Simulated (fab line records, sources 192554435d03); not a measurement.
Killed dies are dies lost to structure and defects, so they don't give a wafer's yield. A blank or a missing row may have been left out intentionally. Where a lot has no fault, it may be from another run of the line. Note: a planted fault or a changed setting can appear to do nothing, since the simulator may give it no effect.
Chamber matching || flow n5 finfet || N5_PMOS_HMC_CHANNEL_EPI_HM_OPEN_15 on rie diel-02 has 4 sister chambers
The step chemistry CHF3/O2, target SiO2, target depth 40.6 nm, time 20.3 s. 20 wafers are shown with their chamber, then 10 later ones without.

WAFERS, EACH WITH ITS CHAMBER
{"wafer": "L075.1", "chamber": 0, "rf vpp V (V)": 514, "throttle valve pct (%)": 19.06, "showerhead plenum p Torr (Torr)": 2.39}
{"wafer": "L075.2", "chamber": 1, "rf vpp V (V)": 511, "throttle valve pct (%)": 19.28, "showerhead plenum p Torr (Torr)": 2.33}
{"wafer": "L075.5", "chamber": 3, "rf vpp V (V)": 531, "throttle valve pct (%)": 19.00, "showerhead plenum p Torr (Torr)": 2.32}
{"wafer": "L077.1", "chamber": 1, "rf vpp V (V)": 508, "throttle valve pct (%)": 19.29, "showerhead plenum p Torr (Torr)": 2.33}
{"wafer": "L077.5", "chamber": 3, "rf vpp V (V)": 531, "throttle valve pct (%)": 19.01, "showerhead plenum p Torr (Torr)": 2.32}
{"wafer": "L077.6", "chamber": 0, "rf vpp V (V)": 514, "throttle valve pct (%)": 19.06, "showerhead plenum p Torr (Torr)": 2.39}
{"wafer": "L079.3", "chamber": 1, "rf vpp V (V)": 509, "throttle valve pct (%)": 19.27, "showerhead plenum p Torr (Torr)": 2.33}
{"wafer": "L079.4", "chamber": 0, "rf vpp V (V)": 514, "throttle valve pct (%)": 19.08, "showerhead plenum p Torr (Torr)": 2.39}
{"wafer": "L079.6", "chamber": 2, "rf vpp V (V)": 521, "throttle valve pct (%)": 19.22, "showerhead plenum p Torr (Torr)": 2.38}
{"wafer": "L082.1", "chamber": 3, "rf vpp V (V)": 531, "throttle valve pct (%)": 19.01, "showerhead plenum p Torr (Torr)": 2.32}
{"wafer": "L082.2", "chamber": 1, "rf vpp V (V)": 509, "throttle valve pct (%)": 19.30, "showerhead plenum p Torr (Torr)": 2.33}
{"wafer": "L082.5", "chamber": 1, "rf vpp V (V)": 509, "throttle valve pct (%)": 19.28, "showerhead plenum p Torr (Torr)": 2.33}
{"wafer": "L087.1", "chamber": 0, "rf vpp V (V)": 513, "throttle valve pct (%)": 19.09, "showerhead plenum p Torr (Torr)": 2.38}
{"wafer": "L087.2", "chamber": 2, "rf vpp V (V)": 520, "throttle valve pct (%)": 19.26, "showerhead plenum p Torr (Torr)": 2.37}
{"wafer": "L087.3", "chamber": 3, "rf vpp V (V)": 531, "throttle valve pct (%)": 19.04, "showerhead plenum p Torr (Torr)": 2.31}
{"wafer": "L090.3", "chamber": 1, "rf vpp V (V)": 510, "throttle valve pct (%)": 19.31, "showerhead plenum p Torr (Torr)": 2.32}
{"wafer": "L090.4", "chamber": 3, "rf vpp V (V)": 532, "throttle valve pct (%)": 19.04, "showerhead plenum p Torr (Torr)": 2.31}
{"wafer": "L090.6", "chamber": 2, "rf vpp V (V)": 520, "throttle valve pct (%)": 19.25, "showerhead plenum p Torr (Torr)": 2.37}
{"wafer": "L091.2", "chamber": 2, "rf vpp V (V)": 520, "throttle valve pct (%)": 19.27, "showerhead plenum p Torr (Torr)": 2.37}
{"wafer": "L091.4", "chamber": 1, "rf vpp V (V)": 510, "throttle valve pct (%)": 19.33, "showerhead plenum p Torr (Torr)": 2.32}

SIGNATURES (means of the wafers above)
{"reading": "rf vpp V", "chamber 0": 513.75, "chamber 1": 509.43, "chamber 2": 520.25, "chamber 3": 531.20, "scatter within a chamber": 0.708}
{"reading": "throttle valve pct", "chamber 0": 19.0725, "chamber 1": 19.2943, "chamber 2": 19.2500, "chamber 3": 19.0200, "scatter within a chamber": 0.0194}
{"reading": "showerhead plenum p Torr", "chamber 0": 2.3875, "chamber 1": 2.3271, "chamber 2": 2.3725, "chamber 3": 2.3160, "scatter within a chamber": 0.00508}
Rule: distance of a wafer from a chamber = root of the sum over the readings of ((wafer's reading minus chamber's mean) / reading's scatter) squared. The wafer belongs to the nearest chamber; if the next one is less than 2 further off, it can't be placed. The scatter: the root of (the sum of the squares of (reading less its chamber's mean) over the shown wafers, divided by (wafers less chambers)).

WAFERS WITH NO CHAMBER GIVEN
{"wafer": "L091.6", "rf vpp V (V)": 531, "throttle valve pct (%)": 19.04, "showerhead plenum p Torr (Torr)": 2.31}
{"wafer": "L092.4", "rf vpp V (V)": 521, "throttle valve pct (%)": 19.26, "showerhead plenum p Torr (Torr)": 2.37}
{"wafer": "L092.5", "rf vpp V (V)": 508, "throttle valve pct (%)": 19.33, "showerhead plenum p Torr (Torr)": 2.32}
{"wafer": "L092.6", "rf vpp V (V)": 530, "throttle valve pct (%)": 19.04, "showerhead plenum p Torr (Torr)": 2.31}
{"wafer": "L093.1", "rf vpp V (V)": 509, "throttle valve pct (%)": 19.30, "showerhead plenum p Torr (Torr)": 2.32}
{"wafer": "L093.5", "rf vpp V (V)": 531, "throttle valve pct (%)": 19.05, "showerhead plenum p Torr (Torr)": 2.31}
{"wafer": "L093.6", "rf vpp V (V)": 513, "throttle valve pct (%)": 18.73, "showerhead plenum p Torr (Torr)": 2.38}
{"wafer": "L095.2", "rf vpp V (V)": 530, "throttle valve pct (%)": 19.06, "showerhead plenum p Torr (Torr)": 2.31}
{"wafer": "L095.3", "rf vpp V (V)": 520, "throttle valve pct (%)": 19.27, "showerhead plenum p Torr (Torr)": 2.37}
{"wafer": "L095.4", "rf vpp V (V)": 514, "throttle valve pct (%)": 18.74, "showerhead plenum p Torr (Torr)": 2.38}

CHAMBER TAKEN BY EACH
{"wafer": "L091.6", "from the rows above": 3, "in truth": 3}
{"wafer": "L092.4", "from the rows above": 2, "in truth": 2}
{"wafer": "L092.5", "from the rows above": 1, "in truth": 1}
{"wafer": "L092.6", "from the rows above": 3, "in truth": 3}
{"wafer": "L093.1", "from the rows above": 1, "in truth": 1}
{"wafer": "L093.5", "from the rows above": 3, "in truth": 3}
{"wafer": "L093.6", "from the rows above": 0, "in truth": 0}
{"wafer": "L095.2", "from the rows above": 3, "in truth": 3}
{"wafer": "L095.3", "from the rows above": 2, "in truth": 2}
{"wafer": "L095.4", "from the rows above": 0, "in truth": 0}
Correct placement for 10 of the 10. Left unplaced by these rows: 0. Wrongly placed: 0.
